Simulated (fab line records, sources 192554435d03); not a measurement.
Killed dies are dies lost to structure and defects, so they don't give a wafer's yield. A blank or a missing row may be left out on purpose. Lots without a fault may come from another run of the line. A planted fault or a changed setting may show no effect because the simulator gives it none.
Split-lot experiment | flow n5_finfet | 7 lots, 21 wafers read, on a route of 1938 steps

THE SPLIT
At N5_BEOL_M8_DESCUM_33 (chemistry O2, time 7 s), the setting time_s was moved away from the recipe's 7 s on 6 of the 21 wafers read, by -20.6% to +21.0%. The other wafers ran this setting at the recipe's value.

FROM THE SPLIT TO THE READING: what the file shows between them, 1 step
- N5_BEOL_M8_ETCH_72: etches underlayer in N2/H2, target depth 6.5 nm, time 5.2 s

THE READING
CAR-EUV_of_BEOL_M8_COAT_22.thk_nm (the simulator's own value, which no gauge read), in nm, at N5_BEOL_M8_ETCH_65 (etches SiARC in CF4, target depth 15.6 nm, time 26 s). The file gives no usual value for it. The 15 wafers here that ran the recipe average 11.2 nm, standard deviation 0.15 nm.

wafer  | tool, chamber at the split | time_s as run, s | against the recipe | CAR-EUV_of_BEOL_M8_COAT_22.thk_nm, nm | against lot-mates on the recipe
L079.4 | rie_diel-06, 3             | 5.561            | -20.6%             | 11.8                                  | +0.8
L079.5 | rie_diel-06, 2,1           | 7                | recipe             | 11                                    | -
L079.6 | rie_diel-06, 2,1           | 7                | recipe             | 11                                    | -
L089.1 | rie_diel-02, 3             | 8.467            | +21.0%             | 10.4                                  | -0.8
L089.2 | rie_diel-02, 0             | 7                | recipe             | 11.2                                  | -
L089.3 | rie_diel-02, 2             | 7                | recipe             | 11.2                                  | -
L090.1 | rie_diel-02, 2,1           | 7                | recipe             | 11.4                                  | -
L090.2 | rie_diel-02, 0             | 7                | recipe             | 11.4                                  | -
L090.3 | rie_diel-02, 2,1           | 7                | recipe             | 11.4                                  | -
L092.1 | rie_diel-02, 2             | 6.329            | -9.6%              | 11.4                                  | +0.4
L092.2 | rie_diel-02, 0             | 7                | recipe             | 11                                    | -
L092.4 | rie_diel-02, 1             | 6.329            | -9.6%              | 11.6                                  | +0.6
L091.2 | rie_diel-06, 3,1,2         | 7                | recipe             | 11.2                                  | -
L091.6 | rie_diel-06, 3,1,2         | 7                | recipe             | 11.2                                  | -
L091.4 | rie_diel-06, 3,1,2         | 7                | recipe             | 11.4                                  | -
L093.3 | rie_diel-06, 0             | 7                | recipe             | 11                                    | -
L093.5 | rie_diel-06, 2,1           | 7                | recipe             | 11.2                                  | -
L093.6 | rie_diel-06, 2,1           | 7                | recipe             | 11.2                                  | -
L095.2 | rie_diel-03, 1             | 7                | recipe             | 11.4                                  | -
L095.3 | rie_diel-03, 0             | 6.154            | -12.1%             | 11.6                                  | +0.2
L095.4 | rie_diel-03, 3             | 6.154            | -12.1%             | 11.6                                  | +0.2
Where a row lists several chambers, the file gives one row for several wafers and doesn't say which wafer went through which chamber.

THE FIT
A straight line over all 21 wafers: CAR-EUV_of_BEOL_M8_COAT_22.thk_nm changes by -0.0333 nm for each +1% of time_s; r = -0.88; the points scatter about the line by 0.14 nm.
The same after taking each lot's own level away (the mean of its wafers on the recipe; 21 wafers): -0.0358 nm for each +1%; r = -0.93; scatter 0.11 nm.
On that fit, the largest move of time_s shifts the reading by 0.75 nm.
The lots' own levels span 11.00 to 11.40 nm, that is 2.6 times the standard deviation above.
So the lot-to-lot level changes the slope little: the two slopes agree.
Check: with one of the wafers moved furthest among these (+21.0%) left out of the fit, the line predicts -0.719 nm for it against its lot-mates. It came out at -0.8 nm against them.

THE WHOLE CHAIN: every reading that the file lists as answering this split, in the file's order
step                 | what it does                                                | reading                                                                            | change (the file's fit)                | r (the file's)
N5_BEOL_M8_DESCUM_33 | chemistry O2, time 7 s                                      | CAR-EUV_of_BEOL_M8_COAT_22.thk_nm (the simulator's own value, which no gauge read) | -0.0305 nm for each +1% of the setting | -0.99
N5_BEOL_M8_ETCH_72   | etches underlayer in N2/H2, target depth 6.5 nm, time 5.2 s | CAR-EUV_of_BEOL_M8_COAT_22.thk_nm (the simulator's own value, which no gauge read) | -0.034 nm for each +1% of the setting  | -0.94
N5_BEOL_M8_ETCH_65   | etches SiARC in CF4, target depth 15.6 nm, time 26 s        | CAR-EUV_of_BEOL_M8_COAT_22.thk_nm (the simulator's own value, which no gauge read) | -0.0368 nm for each +1% of the setting | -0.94

THE FILE'S OWN FIT
CAR-EUV_of_BEOL_M8_COAT_22.thk_nm changes by -0.0368 nm for each +1% of time_s, r = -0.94.
